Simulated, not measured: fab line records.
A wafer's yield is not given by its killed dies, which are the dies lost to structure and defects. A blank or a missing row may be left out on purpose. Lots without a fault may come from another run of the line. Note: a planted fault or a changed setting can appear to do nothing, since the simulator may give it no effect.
Chamber matching + flow n5_finfet + rie_diel-06 running N5_HKMG_FIN_ETCH_35: 4 sister chambers
The step etches SOC in N2/H2, target depth 215.8 nm, time 243.4 s. 20 wafers are shown with their chamber, then 10 later ones without.

== EACH WAFER AND ITS CHAMBER ==
| wafer  | chamber | showerhead_plenum_p_Torr (Torr) | drypump_motor_current_A (A) | throttle_valve_pct (%) |
|--------|---------|---------------------------------|-----------------------------|------------------------|
| L080.3 | 1       | 2.46                            | 5.8                         | 17.84                  |
| L080.4 | 3       | 2.68                            | 6.0                         | 17.87                  |
| L080.5 | 2       | 2.51                            | 5.0                         | 17.57                  |
| L081.2 | 1       | 2.46                            | 5.8                         | 17.85                  |
| L081.4 | 2       | 2.51                            | 4.9                         | 17.58                  |
| L081.5 | 3       | 2.68                            | 6.0                         | 17.86                  |
| L084.2 | 2       | 2.51                            | 4.9                         | 17.57                  |
| L084.4 | 3       | 2.68                            | 6.0                         | 17.87                  |
| L084.6 | 0       | 2.72                            | 5.9                         | 17.93                  |
| L085.1 | 1       | 2.45                            | 5.8                         | 17.87                  |
| L085.2 | 2       | 2.51                            | 4.9                         | 17.59                  |
| L085.3 | 3       | 2.68                            | 6.0                         | 17.88                  |
| L085.4 | 0       | 2.72                            | 5.8                         | 17.94                  |
| L085.5 | 3       | 2.68                            | 6.1                         | 17.87                  |
| L085.6 | 2       | 2.51                            | 4.9                         | 17.59                  |
| L088.1 | 2       | 2.50                            | 4.9                         | 17.60                  |
| L088.4 | 1       | 2.45                            | 5.8                         | 17.87                  |
| L088.6 | 3       | 2.67                            | 6.0                         | 17.91                  |
| L090.1 | 1       | 2.45                            | 5.8                         | 17.88                  |
| L090.2 | 0       | 2.71                            | 5.8                         | 17.94                  |

SIGNATURES, as means of the wafers listed above
| reading                  | chamber 0 | chamber 1 | chamber 2 | chamber 3 | scatter within a chamber |
|--------------------------|-----------|-----------|-----------|-----------|--------------------------|
| showerhead_plenum_p_Torr | 2.7167    | 2.4540    | 2.5083    | 2.6783    | 0.0047                   |
| drypump_motor_current_A  | 5.833     | 5.800     | 4.917     | 6.017     | 0.0382                   |
| throttle_valve_pct       | 17.9367   | 17.8620   | 17.5833   | 17.8767   | 0.0146                   |
Rule: a wafer's distance from a chamber is the root of the sum, over the readings, of the square of ((its reading less the chamber's mean) divided by the reading's scatter). If the next closest chamber is less than 2 further off than the closest, the wafer can't be placed; otherwise it belongs to the closest. The scatter is the square root of a quotient: the sum, over the shown wafers, of each reading's squared deviation from its chamber's mean, divided by wafers minus chambers.

== WAFERS WHOSE CHAMBER IS MISSING ==
| wafer  | showerhead_plenum_p_Torr (Torr) | drypump_motor_current_A (A) | throttle_valve_pct (%) |
|--------|---------------------------------|-----------------------------|------------------------|
| L090.3 | 2.50                            | 5.0                         | 17.61                  |
| L090.4 | 2.67                            | 6.0                         | 17.90                  |
| L090.5 | 2.50                            | 4.9                         | 17.62                  |
| L090.6 | 2.67                            | 6.0                         | 17.91                  |
| L093.1 | 2.67                            | 6.0                         | 17.91                  |
| L093.2 | 2.50                            | 5.0                         | 17.62                  |
| L093.3 | 2.71                            | 5.8                         | 17.96                  |
| L093.4 | 2.67                            | 6.0                         | 17.92                  |
| L093.5 | 2.71                            | 5.8                         | 17.96                  |
| L093.6 | 2.50                            | 5.0                         | 17.61                  |

== WHICH CHAMBER EACH WENT THROUGH ==
| wafer  | from the rows above | in truth |
|--------|---------------------|----------|
| L090.3 | 2                   | 2        |
| L090.4 | 3                   | 3        |
| L090.5 | 2                   | 2        |
| L090.6 | 3                   | 3        |
| L093.1 | 3                   | 3        |
| L093.2 | 2                   | 2        |
| L093.3 | 0                   | 0        |
| L093.4 | 3                   | 3        |
| L093.5 | 0                   | 0        |
| L093.6 | 2                   | 2        |
Correctly placed: 10 of 10. Not placeable from these rows: 0. Number placed wrongly: 0.
